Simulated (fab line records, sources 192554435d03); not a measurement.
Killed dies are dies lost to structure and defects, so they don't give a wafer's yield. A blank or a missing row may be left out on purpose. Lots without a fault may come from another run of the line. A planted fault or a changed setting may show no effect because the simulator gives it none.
A struck lot beside a sound one | flow n5_finfet | 15 steps out of a route of 1938
Sound: wafers L673.2, L673.4, L673.5. Struck: wafers L681.1, L681.5, L681.6. The cause comes at the end.
At each step with rows: each side's tool, then ch and its chambers, then its first start. Under that, the readings that differ: sound wafers | struck wafers | difference of the means | sigmas: that difference in standard deviations of wafers without a fault.
alike: readings whose means differ by less than 2 such deviations, and words and numbers that are the same on both sides. not compared: withheld readings, readings that some wafer has no value for, bounds like >300 that may hide the same value, and numbers for which the record gives no deviation and whose values overlap.
The two part at a step that has a row with sigmas, a row that says differs or no value, or rows on one side only. Numbers that don't overlap but have no deviation are shown without sigmas and don't part them. A reading that every wafer of one side lacks parts them only if that side has two wafers or more.

first, 2 steps without rows for these wafers: N5_BEOL_M0_CUTY_PEB_55 (peb time 60 s); N5_BEOL_M0_CUTY_DEVELOP_56 (develop time 30 s).
N5_BEOL_M0_CUTY_CD_MEAS_57: target cd 200 nm.
  sound on cd_sem-03 ch 0, day 6 04:41; struck on cd_sem-03 ch 0, day 8 00:16
  alike: cd_nm
N5_BEOL_M0_CUTY_OVL_MEAS_58:
  sound on overlay-01 ch 0, day 6 04:43; struck on overlay-02 ch 0, day 8 00:18
  alike: M0_ABLK_OVL
N5_BEOL_M0_CUTY_INSPECT_59: inspects for defects (macro).
  sound on defect_inspect-01, day 6 04:45; struck on defect_inspect-02, day 8 00:19
  alike: raw_defect_count
N5_BEOL_M0_CUTY_DESCUM_61: chemistry O2, time 7.9 s.
  sound on rie_diel-05 ch 2,3, day 6 04:47; struck on rie_diel-06 ch 1,3, day 8 00:28
  alike: drypump_motor_current_A, oes_product_au, rf_vpp_V, showerhead_plenum_p_Torr, throttle_valve_pct
  not compared: rf_hours_counter_h
N5_BEOL_M0_CUTY_ETCH_62: etches SiARC in CF4, time 58.5 s.
  sound on rie_diel-05 ch 2,3, day 6 04:49; struck on rie_diel-06 ch 1,3, day 8 00:30
  alike: drypump_motor_current_A, etch_rf_on_time_s, oes_product_au, rf_vpp_V, showerhead_plenum_p_Torr, throttle_valve_pct
  not compared: rf_hours_counter_h
N5_BEOL_M0_CUTY_ETCH_63: etches SOC in N2/H2, target depth 82.7 nm, overetch 16.5 nm, time 124 s.
  sound on rie_diel-05 ch 2,3, day 6 04:52; struck on rie_diel-06 ch 1,3, day 8 00:32
  alike: drypump_motor_current_A, oes_product_au, rf_vpp_V, showerhead_plenum_p_Torr, throttle_valve_pct
  not compared: rf_hours_counter_h
then, 2 steps without rows for these wafers: N5_BEOL_M0_CUTY_STRIP_64 (strips in N2/H2); N5_BEOL_M0_ETCH_138 (etches SiCN in CH3F/O2, target depth 12 nm, time 31.6 s).
N5_BEOL_M0_HM_OPEN_105: chemistry Cl2/BCl3, target TiN, target depth 12 nm.
  sound on rie_metal-03 ch 0,1, day 6 05:05; struck on rie_metal-01 ch 0,1, day 8 01:17
  alike: drypump_motor_current_A, oes_ar_750_au, oes_product_au, throttle_valve_pct
  not compared: rf_hours_counter_h
N5_BEOL_M0_STRIP_140: strips in CF4.
  sound on rie_diel-03 ch 2,3, day 6 05:17; struck on rie_diel-06 ch 0,3, day 8 01:29
  alike: bias_power_w, cf4_flow_sccm, drypump_motor_current_A, oes_product_au, power_w, rf_vpp_V, showerhead_plenum_p_Torr, throttle_valve_pct
  not compared: rf_hours_counter_h
N5_BEOL_M0_STRIP_104: strips in N2/H2.
  sound on rie_diel-03 ch 2,3, day 6 05:18; struck on rie_diel-06 ch 0,3, day 8 01:30
  no value came back on the struck wafers for any of 8 readings (bias_power_w (W), chamber_pressure_mTorr (mTorr) and others); on the sound wafers bias_power_w (W) reads 6.975 6.967 6.982
  reading                                       | sound | struck       | difference | sigmas
  model.SOC_of_BEOL_M0_SAQP_COAT_69.thk_nm (nm) | 0 0 0 | 70.8 70.4 71 | +70.7      |
  not compared: rf_hours_counter_h
then, 2 steps without rows for these wafers: N5_BEOL_M0_WET_ETCH_106 (etches SiO2 in DHF, target depth 130 nm, rinse time 30 s); N5_PASSIVATION_PROBE_49.

WHERE THEY PART
Only at N5_BEOL_M0_STRIP_104, within this record.

WHY: what the simulator had put in
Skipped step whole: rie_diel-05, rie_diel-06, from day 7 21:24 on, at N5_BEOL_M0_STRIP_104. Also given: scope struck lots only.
